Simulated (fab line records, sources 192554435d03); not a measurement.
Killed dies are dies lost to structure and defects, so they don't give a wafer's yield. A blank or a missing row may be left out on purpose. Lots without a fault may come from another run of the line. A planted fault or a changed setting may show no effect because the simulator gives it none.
Which tool did it? | flow n5_finfet | 10 lots, 29 wafers sampled, at 5 steps of a route of 1938

WHAT THE GAUGES READ, wafer by wafer
N5_BEOL_M4_RC_MEAS_101. Usual: DIBL_N 36.1 mV/V, standard deviation 1.6; DIBL_P 35.8 mV/V, standard deviation 2.1; IOFF_N 0.16 nA/um, standard deviation 0.031; IOFF_P 0.21 nA/um, standard deviation 0.034; ION_N 673 uA/um, standard deviation 12; ION_P 461 uA/um, standard deviation 7.2; SS_N 71.4 mV/dec, standard deviation 0.59; SS_P 73.3 mV/dec, standard deviation 0.63; VT_N 250 mV, standard deviation 3.1; VT_P -250 mV, standard deviation 3.3.
lot  | measured     | on        | DIBL_N (mV/V)  | DIBL_P (mV/V)  | IOFF_N (nA/um) | IOFF_P (nA/um) | ION_N (uA/um) | ION_P (uA/um) | SS_N (mV/dec)  | SS_P (mV/dec)  | VT_N (mV)   | VT_P (mV)      | flag
L548 | day 8 07:31  | prober-01 | 35.3 38.5 36.4 | 35.4 38.8 37.1 | 0.15 0.21 0.16 | 0.19 0.24 0.23 | 674 687 674   | 457 461 465   | 71.6 72.6 71.7 | 73.0 73.6 73.4 | 249 245 250 | -251 -249 -247 |
L550 | day 8 12:54  | prober-02 | 34.4 36.0 36.2 | 35.0 36.9 36.9 | 0.13 0.16 0.16 | 0.17 0.21 0.20 | 658 686 670   | 451 467 457   | 70.6 71.6 71.4 | 73.4 73.6 73.9 | 253 250 250 | -252 -251 -253 |
L551 | day 9 09:04  | prober-02 | 36.3 36.1 38.2 | 36.9 37.0 39.6 | 0.17 0.17 0.23 | 0.21 0.21 0.27 | 683 677 687   | 459 457 465   | 71.6 71.6 72.3 | 73.3 73.4 74.0 | 250 249 243 | -253 -253 -249 |
L553 | day 9 18:20  | prober-01 | 35.0 33.3 35.1 | 35.2 31.9 35.1 | 0.14 0.10 0.14 | 0.18 0.14 0.18 | 666 649 662   | 455 445 452   | 71.4 70.9 70.7 | 72.9 72.0 73.5 | 251 261 252 | -255 -256 -255 |
L555 | day 10 12:10 | prober-01 | 38.0 37.3 36.9 | 38.3 35.4 35.4 | 0.17 0.14 0.14 | 0.26 0.21 0.21 | 679 660 664   | 480 458 462   | 72.0 71.1 71.9 | 73.9 73.1 72.7 | 250 249 253 | -244 -249 -248 |
L556 | day 10 17:59 | prober-02 | 36.4 36.4      | 35.5 36.1      | 0.14 0.15      | 0.18 0.21      | 667 668       | 453 454       | 70.6 70.6      | 73.6 73.7      | 251 251     | -253 -251      |
L558 | day 11 06:13 | prober-01 | 34.2 34.6 36.7 | 34.8 36.0 36.9 | 0.14 0.15 0.18 | 0.20 0.21 0.21 | 666 688 687   | 463 478 471   | 70.9 71.3 71.7 | 72.3 72.5 73.6 | 250 248 247 | -249 -250 -254 |
L567 | day 13 07:11 | prober-02 | 35.3 37.0 37.0 | 34.9 37.4 35.8 | 0.14 0.18 0.17 | 0.23 0.26 0.23 | 666 668 674   | 470 470 465   | 71.1 71.5 71.3 | 73.2 73.6 73.6 | 253 248 250 | -247 -247 -247 |
L569 | day 13 13:10 | prober-02 | 33.8 39.8 37.5 | 31.7 39.0 36.7 | 0.11 0.25 0.18 | 0.18 0.31 0.27 | 649 698 688   | 464 474 471   | 70.8 71.7 71.7 | 71.4 73.9 73.3 | 254 242 245 | -249 -241 -244 |
L570 | day 13 22:20 | prober-02 | 34.9 35.4 36.7 | 36.0 36.3 38.3 | 0.16 0.17 0.21 | 0.20 0.21 0.24 | 682 674 688   | 463 461 463   | 71.6 71.3 72.0 | 73.4 74.2 73.9 | 248 248 242 | -247 -248 -248 |

WHICH TOOL RAN EACH LOT (tool, then ch and the chambers of the sampled wafers, then the start)
lot  | N5_HKMG_FIN_PWFM_ALD_03            | N5_HKMG_FIN_WET_ETCH_18            | N5_HKMG_FIN_STRIP_88                | N5_HKMG_FIN_ETCH_67
L548 | ald_metal-03 ch 0,1,3, day 4 08:40 | wet_bench-05 ch 3,4,5, day 4 10:07 | plasma_asher-02 ch 0,1, day 4 11:31 | rie_diel-04 ch 2,3, day 4 12:20
L550 | ald_metal-01 ch 0,1,2, day 4 20:45 | wet_bench-05 ch 3,4,5, day 4 22:13 | plasma_asher-01 ch 0,1, day 4 23:17 | rie_diel-02 ch 1,2, day 5 00:07
L551 | ald_metal-01 ch 1,3, day 5 02:37   | wet_bench-05 ch 0,2,3, day 5 04:05 | plasma_asher-01 ch 0,1, day 5 05:16 | rie_diel-04 ch 1,3, day 5 06:05
L553 | ald_metal-01 ch 0,1,2, day 5 16:52 | wet_bench-03 ch 1,2,5, day 5 18:19 | plasma_asher-02 ch 0,1, day 5 19:25 | rie_diel-01 ch 2,3, day 5 20:14
L555 | ald_metal-03 ch 0,2, day 6 03:10   | wet_bench-05 ch 1,4,5, day 6 04:31 | plasma_asher-02 ch 0,1, day 6 05:32 | rie_diel-04 ch 0,2,3, day 6 06:26
L556 | ald_metal-03 ch 1,3, day 6 11:28   | wet_bench-06 ch 2,7, day 6 12:48   | plasma_asher-02 ch 1, day 6 13:58   | rie_diel-01 ch 0,3, day 6 14:43
L558 | ald_metal-03 ch 0,1,3, day 7 01:19 | wet_bench-05 ch 1,6,7, day 7 02:56 | plasma_asher-02 ch 0,1, day 7 04:00 | rie_diel-04 ch 1,2,3, day 7 04:49
L567 | ald_metal-01 ch 1,2,3, day 9 01:57 | wet_bench-05 ch 2,4,5, day 9 03:42 | plasma_asher-01 ch 0,1, day 9 04:44 | rie_diel-02 ch 0,2,3, day 9 05:34
L569 | ald_metal-01 ch 1,3, day 9 16:41   | wet_bench-05 ch 4,6,7, day 9 18:08 | plasma_asher-01 ch 0, day 9 19:22   | rie_diel-02 ch 0,2, day 9 20:11
L570 | ald_metal-03 ch 0,1, day 9 20:52   | wet_bench-06 ch 3,4,6, day 9 22:37 | plasma_asher-01 ch 0,1, day 9 23:52 | rie_diel-04 ch 0,1,3, day 10 00:38
- N5_HKMG_FIN_PWFM_ALD_03: deposits TiN, target thk 2 nm, pulse time 1 s, purge time 3 s.
- N5_HKMG_FIN_WET_ETCH_18: etches TiN in SC1, time 55 s, target depth 5.2 nm, rinse time 30 s.
- N5_HKMG_FIN_STRIP_88: strips in N2/H2, time 360 s.
- N5_HKMG_FIN_ETCH_67: etches SOC in N2/H2, stops on TiN, target depth 388.9 nm.

WHAT THE TOOLS THEMSELVES READ (means of the sampled wafers that have a number; where no wafer has one, the mark that the record gives instead)
N5_HKMG_FIN_PWFM_ALD_03. Usual: heater_power_w 939 W, standard deviation 85; precursor_pulse_height_rel 0.998, standard deviation 0.02; susceptor_temp_C 400.01 C, standard deviation 0.21.
lot  | tool         | heater_power_w (W) | precursor_pulse_height_rel | susceptor_temp_C (C) | flag
L548 | ald_metal-03 | 946                | 0.983                      | 400.06               |
L550 | ald_metal-01 | 928                | 1.010                      | 400.18               |
L551 | ald_metal-01 | 944                | 0.999                      | 400.23               |
L553 | ald_metal-01 | 930                | 1.008                      | 399.96               |
L555 | ald_metal-03 | 998                | 0.982                      | 400.00               |
L556 | ald_metal-03 | 978                | 1.006                      | 400.15               |
L558 | ald_metal-03 | 925                | 0.991                      | 400.07               |
L567 | ald_metal-01 | 940                | 1.004                      | 399.92               |
L569 | ald_metal-01 | 933                | 1.006                      | 400.18               |
L570 | ald_metal-03 | 899                | 1.003                      | 400.04               |

N5_HKMG_FIN_STRIP_88. Usual: drypump_motor_current_A 5.29 A, standard deviation 0.27; heater_power_w 497 W, standard deviation 20.
lot  | tool            | drypump_motor_current_A (A) | heater_power_w (W) | flag
L548 | plasma_asher-02 | 5.08                        | 507                |
L550 | plasma_asher-01 | 5.58                        | 496                |
L551 | plasma_asher-01 | 5.62                        | 497                |
L553 | plasma_asher-02 | 5.03                        | 503                |
L555 | plasma_asher-02 | 5.08                        | 512                |
L556 | plasma_asher-02 | 5.14                        | 516                |
L558 | plasma_asher-02 | 5.10                        | 509                |
L567 | plasma_asher-01 | 5.53                        | 486                |
L569 | plasma_asher-01 | 5.47                        | 464                |
L570 | plasma_asher-01 | 5.62                        | 496                |

N5_HKMG_FIN_ETCH_67. Usual: drypump_motor_current_A 5.8 A, standard deviation 0.45; oes_product_au 0.77 a.u., standard deviation 0.063; rf_vpp_V 240.9 V, standard deviation 1.1; showerhead_plenum_p_Torr 2.56 Torr, standard deviation 0.05; throttle_valve_pct 17.82 %, standard deviation 0.2.
lot  | tool        | drypump_motor_current_A (A) | oes_product_au (a.u.) | rf_vpp_V (V) | showerhead_plenum_p_Torr (Torr) | throttle_valve_pct (%) | flag
L548 | rie_diel-04 | 5.9                         | 0.78                  | 241.3        | 2.59                            | 17.64                  |
L550 | rie_diel-02 | 6.1                         | 0.78                  | 241.3        | 2.57                            | 17.86                  |
L551 | rie_diel-04 | 5.6                         | 0.74                  | 241.2        | 2.60                            | 17.95                  |
L553 | rie_diel-01 | 6.3                         | 0.74                  | 241.3        | 2.56                            | 17.94                  |
L555 | rie_diel-04 | 5.6                         | 0.74                  | 241.5        | 2.57                            | 17.76                  |
L556 | rie_diel-01 | 6.3                         | 0.72                  | 239.9        | 2.52                            | 17.86                  |
L558 | rie_diel-04 | 5.7                         | 0.77                  | 241.6        | 2.58                            | 17.83                  |
L567 | rie_diel-02 | 6.0                         | 0.77                  | 242.3        | 2.59                            | 17.80                  |
L569 | rie_diel-02 | 6.5                         | 0.78                  | 241.1        | 2.62                            | 18.01                  |
L570 | rie_diel-04 | 5.5                         | 0.82                  | 241.3        | 2.56                            | 17.83                  |

THE ANSWER, worked out from the rows above alone
Rule: a lot is off if the mean of its wafers that have a number lies more than 3 standard deviations from the usual mean. A lot without any number at a reading at which 4 lots or more have one is off too. The other lots that the step has rows for count as sound. The gauges are gone through in route order, then the tools' own readings, and for those a lot's mean is taken as printed above. The first step at which some lot is off is used, and at that step the reading that is off furthest; a lot without a number counts as furthest.
No lot is off at any reading shown: from this, nothing can be told.

WHAT THE SIMULATOR HAD PUT IN
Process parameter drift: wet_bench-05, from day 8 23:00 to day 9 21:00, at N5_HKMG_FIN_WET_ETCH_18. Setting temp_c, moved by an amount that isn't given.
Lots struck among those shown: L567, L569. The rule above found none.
